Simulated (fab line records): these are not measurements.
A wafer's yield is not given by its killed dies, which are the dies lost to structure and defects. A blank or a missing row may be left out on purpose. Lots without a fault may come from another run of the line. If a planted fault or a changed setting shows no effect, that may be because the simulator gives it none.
Shared-tool check | flow nand_harc | Lots sampled 12, wafers sampled 36

## WHY THIS WAS OPENED
Flagged at NHARC_P_GATE_CD_MEAS_59: reading cd_nm, on 1 of 12 lots. No-fault wafers: 719.7 nm, standard deviation 1.5.
Rule: a lot is flagged when every wafer of it that has a number lies more than 4 standard deviations from that mean, or none has a number. As for the other lots, they are considered sound.

lot  | measured     | on        | cd_nm (nm), wafer by wafer | flag
L172 | day 5 14:16  | cd_sem-03 | 717.3 719.3 720.9          |
L174 | day 6 06:07  | cd_sem-02 | 718.8 719.9 722.0          |
L176 | day 7 04:22  | cd_sem-03 | 720.0 716.9 717.8          |
L177 | day 7 19:55  | cd_sem-02 | 721.0 720.4 719.1          |
L178 | day 8 06:33  | cd_sem-02 | 720.1 719.1 721.5          |
L179 | day 8 18:31  | cd_sem-03 | 718.7 721.7 720.0          |
L184 | day 10 13:38 | cd_sem-02 | 738.3 736.8 737.4          | FLAGGED
L183 | day 10 13:55 | cd_sem-03 | 720.6 720.2 721.5          |
L190 | day 13 05:32 | cd_sem-02 | 723.0 720.4 718.5          |
L192 | day 13 20:00 | cd_sem-03 | 718.3 719.4 720.9          |
L194 | day 14 15:04 | cd_sem-02 | 717.3 720.3 719.7          |
L195 | day 15 05:59 | cd_sem-02 | 716.6 717.5 718.1          |
The numbers of the flagged lots are 737.5 nm on average: +17.8 nm against the usual, or +12 standard deviations.

## WHICH TOOL EACH LOT WENT THROUGH
3 process steps preceding the reading are held in the record, out of 1302 steps in the route. Every cell lists first the tool, next ch and the chambers used by the sampled wafers, and last the start.
lot  | flag    | NHARC_P_GATE_ETCH_104              | NHARC_P_GATE_ALD_36               | NHARC_P_GATE_EXPOSE_56
L172 |         | rie_diel-07 ch 2,3, day 5 00:31    | ald_sin-04 ch 1,2, day 5 02:44    | krf_scanner-04 ch 0, day 5 14:06
L174 |         | rie_diel-12 ch 1,2,3, day 5 13:53  | ald_sin-02 ch 0,2, day 5 15:03    | krf_scanner-03 ch 0, day 6 05:57
L176 |         | rie_diel-12 ch 0,2,3, day 6 15:04  | ald_sin-03 ch 0,2,3, day 6 16:15  | krf_scanner-03 ch 0, day 7 04:13
L177 |         | rie_diel-12 ch 1,2,3, day 7 04:08  | ald_sin-02 ch 1,2,3, day 7 05:21  | krf_scanner-04 ch 0, day 7 19:45
L178 |         | rie_diel-05 ch 0,1,3, day 7 17:11  | ald_sin-04 ch 1,2,3, day 7 20:31  | krf_scanner-04 ch 0, day 8 06:24
L179 |         | rie_diel-12 ch 0,1,3, day 8 05:02  | ald_sin-02 ch 1,2, day 8 06:19    | krf_scanner-04 ch 0, day 8 18:22
L184 | FLAGGED | rie_diel-05 ch 2,3, day 10 00:20   | ald_sin-03 ch 0,3, day 10 02:35   | krf_scanner-04 ch 0, day 10 13:29
L183 |         | rie_diel-12 ch 0,2,3, day 10 00:29 | ald_sin-04 ch 0,2,3, day 10 01:40 | krf_scanner-03 ch 0, day 10 13:46
L190 |         | rie_diel-07 ch 1,2,3, day 12 16:14 | ald_sin-04 ch 0,1,2, day 12 17:23 | krf_scanner-04 ch 0, day 13 05:23
L192 |         | rie_diel-05 ch 0,2, day 13 06:31   | ald_sin-03 ch 0,3, day 13 08:44   | krf_scanner-03 ch 0, day 13 19:50
L194 |         | rie_diel-05 ch 0,2,3, day 14 01:44 | ald_sin-02 ch 0,2,3, day 14 03:57 | krf_scanner-02 ch 0, day 14 14:55
L195 |         | rie_diel-07 ch 0,3, day 14 16:25   | ald_sin-03 ch 1,2, day 14 17:37   | krf_scanner-04 ch 0, day 15 05:50
These steps, and what they do:
- NHARC_P_GATE_ETCH_104: etches the open film in CF4/CHF3, target depth 60 nm.
- NHARC_P_GATE_ALD_36: deposits SiNx, target thk 20 nm, pulse time 60 s, ald cycles 223.
- NHARC_P_GATE_EXPOSE_56: exposes mask P PSD, target cd 720 nm.
- NHARC_P_GATE_CD_MEAS_59: target cd 720 nm.

## FLAGGED AGAINST TOTAL, ONE TOOL AT A TIME (gauges that did the reading follow at the end)
step                    | tool           | lots run | flagged | share of the flagged lots | sound lots run after its first flagged lot
NHARC_P_GATE_ETCH_104   | rie_diel-05    | 4        | 1       | all                       | 2 (L192,L194)
NHARC_P_GATE_ETCH_104   | rie_diel-07    | 3        | 0       | none                      | -
NHARC_P_GATE_ETCH_104   | rie_diel-12    | 5        | 0       | none                      | -
NHARC_P_GATE_ALD_36     | ald_sin-02     | 4        | 0       | none                      | -
NHARC_P_GATE_ALD_36     | ald_sin-03     | 4        | 1       | all                       | 2 (L192,L195)
NHARC_P_GATE_ALD_36     | ald_sin-04     | 4        | 0       | none                      | -
NHARC_P_GATE_EXPOSE_56  | krf_scanner-02 | 1        | 0       | none                      | -
NHARC_P_GATE_EXPOSE_56  | krf_scanner-03 | 4        | 0       | none                      | -
NHARC_P_GATE_EXPOSE_56  | krf_scanner-04 | 7        | 1       | all                       | 2 (L190,L195)
NHARC_P_GATE_CD_MEAS_59 | cd_sem-02      | 7        | 1       | all                       | 3 (L190,L194,L195)
NHARC_P_GATE_CD_MEAS_59 | cd_sem-03      | 5        | 0       | none                      | -

## THE TABLE: WHAT IT ALLOWS
4 rows of the table ran every flagged lot: rie_diel-05 at NHARC_P_GATE_ETCH_104, ald_sin-03 at NHARC_P_GATE_ALD_36, krf_scanner-04 at NHARC_P_GATE_EXPOSE_56, cd_sem-02 at NHARC_P_GATE_CD_MEAS_59.
- rie_diel-05 at NHARC_P_GATE_ETCH_104: 1 of its 4 lots flagged. Sound lots followed the first flagged one (L192, L194) on it, something a lasting fault affecting the whole tool could not allow.
- ald_sin-03 at NHARC_P_GATE_ALD_36: 1 of its 4 lots flagged. Sound lots followed the first flagged one (L192, L195) on it, something a lasting fault affecting the whole tool could not allow.
- krf_scanner-04 at NHARC_P_GATE_EXPOSE_56: 1 of its 7 lots flagged. Sound lots followed the first flagged one (L190, L195) on it, something a lasting fault affecting the whole tool could not allow.
- cd_sem-02 at NHARC_P_GATE_CD_MEAS_59: 1 of its 7 lots flagged. Sound lots followed the first flagged one (L190, L194, L195) on it, something a lasting fault affecting the whole tool could not allow.
Every row of the table either missed a flagged lot or ran a sound lot after the first.

## WHAT THE SIMULATOR PUT IN
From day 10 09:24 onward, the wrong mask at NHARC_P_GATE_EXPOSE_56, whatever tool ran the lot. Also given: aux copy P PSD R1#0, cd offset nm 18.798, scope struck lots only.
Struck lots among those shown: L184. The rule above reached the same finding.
